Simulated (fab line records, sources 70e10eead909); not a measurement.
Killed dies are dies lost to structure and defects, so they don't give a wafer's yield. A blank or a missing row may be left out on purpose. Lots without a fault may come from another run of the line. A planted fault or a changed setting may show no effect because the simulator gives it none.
A struck lot beside a sound one | flow nand_harc | 13 steps out of a route of 1302
Sound: wafers L275.2, L275.5, L275.6. Struck: wafers L295.3, L295.5, L295.6. The cause comes at the end.
At each step with rows: each side's tool, then ch and its chambers, then its first start. Under that, the readings that differ: sound wafers | struck wafers | difference of the means | sigmas: that difference in standard deviations of wafers without a fault.
alike: readings whose means differ by less than 2 such deviations, and words and numbers that are the same on both sides. not compared: withheld readings, readings that some wafer has no value for, bounds like >300 that may hide the same value, and numbers for which the record gives no deviation and whose values overlap.
The two part at a step that has a row with sigmas, a row that says differs or no value, or rows on one side only. Numbers that don't overlap but have no deviation are shown without sigmas and don't part them. A reading that every wafer of one side lacks parts them only if that side has two wafers or more.

first, 2 steps without rows for these wafers: NHARC_A_DECK1_JOINT_ANNEAL_28 (time 1800 s); NHARC_A_DECK1_JOINT_ANNEAL_29 (time 1800 s).
NHARC_A_DECK1_JOINT_CMP_02: polishes SiOx.
  sound on cmp-04 ch 0,1, day 12 05:16; struck on cmp-04 ch 0,1,3, day 20 17:05
  alike: motor_current_A
then, 1 step without rows for these wafers: NHARC_A_DECK1_JOINT_SRD_15.
NHARC_A_DECK1_JOINT_DEP_16: deposits SiO2, target thk 45 nm.
  sound on pecvd-02 ch 0,1, day 12 05:46; struck on pecvd-02 ch 0,1, day 20 17:27
  alike: heater_power_w, throttle_valve_pct
NHARC_A_DECK1_JOINT_THK_MEAS_17: measures by ellipsometry.
  sound on film_metro-01, day 12 06:02; struck on film_metro-02, day 20 17:42
  alike: thk_nm
NHARC_A_DECK1_JOINT_INSPECT_05:
  sound on defect_inspect-01, day 12 06:05; struck on defect_inspect-01, day 20 17:44
  reading          | sound       | struck      | difference | sigmas
  raw_defect_count | 125 240 218 | 362 414 331 | +175       | +2
then, 1 step without rows for these wafers: NHARC_A_ONON_D2_DEP_00 (target thk 1000 nm).
NHARC_A_ONON_D2_THK_MEAS_02: measures by ellipsometry.
  sound on film_metro-01, day 12 06:40; struck on film_metro-01, day 20 18:19
  alike: thk_nm
then, 1 step without rows for these wafers: NHARC_A_ONON_D2_DEP_03 (target thk 1000 nm).
NHARC_A_ONON_D2_THK_MEAS_05: measures by ellipsometry.
  sound on film_metro-01, day 12 07:15; struck on film_metro-02, day 20 18:53
  alike: thk_nm
NHARC_A_ONON_D2_DEP_06: target thk 1000 nm.
  sound on pecvd_onon-03 ch 0, day 12 07:22; struck on pecvd_onon-04 ch 0, day 20 19:03
NHARC_A_ONON_D2_THK_MEAS_08: measures by ellipsometry.
  sound on film_metro-02, day 12 07:49; struck on film_metro-01, day 20 19:37
  reading     | sound          | struck      | difference | sigmas
  thk_nm (nm) | 1002 1004 1003 | 596 595 595 | -408       | -37
  not compared: hold

WHERE THEY PART
First at NHARC_A_DECK1_JOINT_INSPECT_05; last, within this record, at NHARC_A_ONON_D2_THK_MEAS_08.

WHY: what the simulator had put in
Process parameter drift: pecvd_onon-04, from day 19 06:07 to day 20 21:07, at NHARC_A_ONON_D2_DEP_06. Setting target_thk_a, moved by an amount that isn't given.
